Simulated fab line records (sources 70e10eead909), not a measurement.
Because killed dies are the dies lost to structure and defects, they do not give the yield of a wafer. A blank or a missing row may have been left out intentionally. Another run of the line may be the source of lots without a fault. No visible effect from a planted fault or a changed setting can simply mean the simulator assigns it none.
The tool behind it: which one?    flow nand_harc    12 lots, 36 wafers sampled, at 3 steps of a route of 1302

## WHAT THE GAUGES SHOWED, per wafer
NHARC_P_M0_CD_MEAS_09: target cd 90 nm. Usual: cd_nm 90.0 nm, standard deviation 0.76.
lot   measured      on         cd_nm (nm)      flag
L278  day 6 13:17   cd_sem-02  91.1 91.5 91.4  
L279  day 7 04:31   cd_sem-03  90.5 89.8 90.3  
L280  day 7 05:28   cd_sem-03  88.9 88.6 88.7  
L282  day 8 02:18   cd_sem-03  88.9 89.1 89.6  
L281  day 8 02:54   cd_sem-02  89.0 90.0 89.7  
L283  day 8 13:38   cd_sem-02  90.9 89.8 89.8  
L284  day 9 02:13   cd_sem-03  89.2 88.9 89.6  
L286  day 9 18:42   cd_sem-01  91.1 90.6 90.5  
L287  day 10 05:51  cd_sem-01  91.0 90.5 91.1  
L288  day 10 19:16  cd_sem-01  90.3 89.8 89.7  
L289  day 11 00:30  cd_sem-03  90.2 90.3 90.0  
L293  day 13 01:44  cd_sem-02  87.7 87.6 87.9  

## TOOL THAT RAN EACH LOT (tool first, then ch and the chambers of the sampled wafers, then the start)
lot   NHARC_P_CONTACT_PVD_32                   NHARC_P_M0_PEB_07
L278  pvd_sputter-02, day 6 13:12 or earlier   litho_track-01 ch 0, day 6 13:12
L279  pvd_sputter-02, day 7 04:26 or earlier   litho_track-06 ch 0, day 7 04:26
L280  pvd_sputter-01, day 7 05:23 or earlier   litho_track-04 ch 0, day 7 05:23
L282  pvd_sputter-02, day 8 02:13 or earlier   litho_track-04 ch 0, day 8 02:13
L281  pvd_sputter-01, day 8 02:49 or earlier   litho_track-06 ch 0, day 8 02:49
L283  pvd_sputter-01, day 8 13:34 or earlier   litho_track-01 ch 0, day 8 13:34
L284  pvd_sputter-03, day 9 02:08 or earlier   litho_track-04 ch 0, day 9 02:08
L286  pvd_sputter-03, day 9 18:37 or earlier   litho_track-06 ch 0, day 9 18:37
L287  pvd_sputter-01, day 10 05:46 or earlier  litho_track-06 ch 0, day 10 05:46
L288  pvd_sputter-03, day 10 19:11 or earlier  litho_track-04 ch 0, day 10 19:11
L289  pvd_sputter-02, day 11 00:25 or earlier  litho_track-01 ch 0, day 11 00:25
L293  pvd_sputter-01, day 13 01:40 or earlier  litho_track-01 ch 0, day 13 01:40
- NHARC_P_CONTACT_PVD_32: deposits Ti, target thk 5 nm, time 17.7 s.
- NHARC_P_M0_PEB_07: peb time 65 s.

## AS READ BY THE TOOLS THEMSELVES (means over the sampled wafers that have a number; for cases with no such wafer, the mark the record gives instead)
NHARC_P_CONTACT_PVD_32. Usual: throttle_valve_pct 30.2 %, standard deviation 0.66.
lot   tool            throttle_valve_pct (%)  flag
L278  pvd_sputter-02  30.0                    
L279  pvd_sputter-02  30.1                    
L280  pvd_sputter-01  30.5                    
L282  pvd_sputter-02  29.3                    
L281  pvd_sputter-01  30.2                    
L283  pvd_sputter-01  30.3                    
L284  pvd_sputter-03  30.5                    
L286  pvd_sputter-03  30.8                    
L287  pvd_sputter-01  30.6                    
L288  pvd_sputter-03  30.6                    
L289  pvd_sputter-02  29.7                    
L293  pvd_sputter-01  30.3                    

NHARC_P_M0_PEB_07. Usual: heater_power_total_W 156.6 W, standard deviation 0.41; plate_temp_C 100.01 C, standard deviation 0.14.
lot   tool            heater_power_total_W (W)  plate_temp_C (C)  flag
L278  litho_track-01  156.7                     99.68             
L279  litho_track-06  156.5                     100.01            
L280  litho_track-04  156.3                     100.03            
L282  litho_track-04  156.8                     100.24            
L281  litho_track-06  156.6                     100.00            
L283  litho_track-01  156.7                     100.02            
L284  litho_track-04  156.7                     100.05            
L286  litho_track-06  156.4                     99.96             
L287  litho_track-06  156.5                     100.03            
L288  litho_track-04  156.5                     100.12            
L289  litho_track-01  157.0                     99.97             
L293  litho_track-01  155.6                     99.33             OFF

## THE ANSWER, worked out from the rows above alone
Rule: a lot is off if the mean of its wafers that have a number lies more than 3 standard deviations from the usual mean. Also off: a lot with no number at a reading for which 4 or more lots have one. The other lots that the step has rows for count as sound. After the gauges, taken in route order, come the tools' own readings; for these a lot's mean is taken, as printed above. At the first step where some lot is off, the reading lying furthest off is the one used; lots without a number count as furthest.
Off: L293 (NHARC_P_M0_PEB_07, plate_temp_C).
If a tool, at that step or one of the process steps before it, ran each lot that is off and ran no sound lot following the first of them, it fits. Because NHARC_P_CONTACT_PVD_32 lacks a start for some lots, the hours and order of its lots are taken from NHARC_P_M0_PEB_07. Undecided on this evidence; 2 tools fit (pvd_sputter-01 at NHARC_P_CONTACT_PVD_32, litho_track-01 at NHARC_P_M0_PEB_07).

## WHAT HAD BEEN PUT IN BY THE SIMULATOR
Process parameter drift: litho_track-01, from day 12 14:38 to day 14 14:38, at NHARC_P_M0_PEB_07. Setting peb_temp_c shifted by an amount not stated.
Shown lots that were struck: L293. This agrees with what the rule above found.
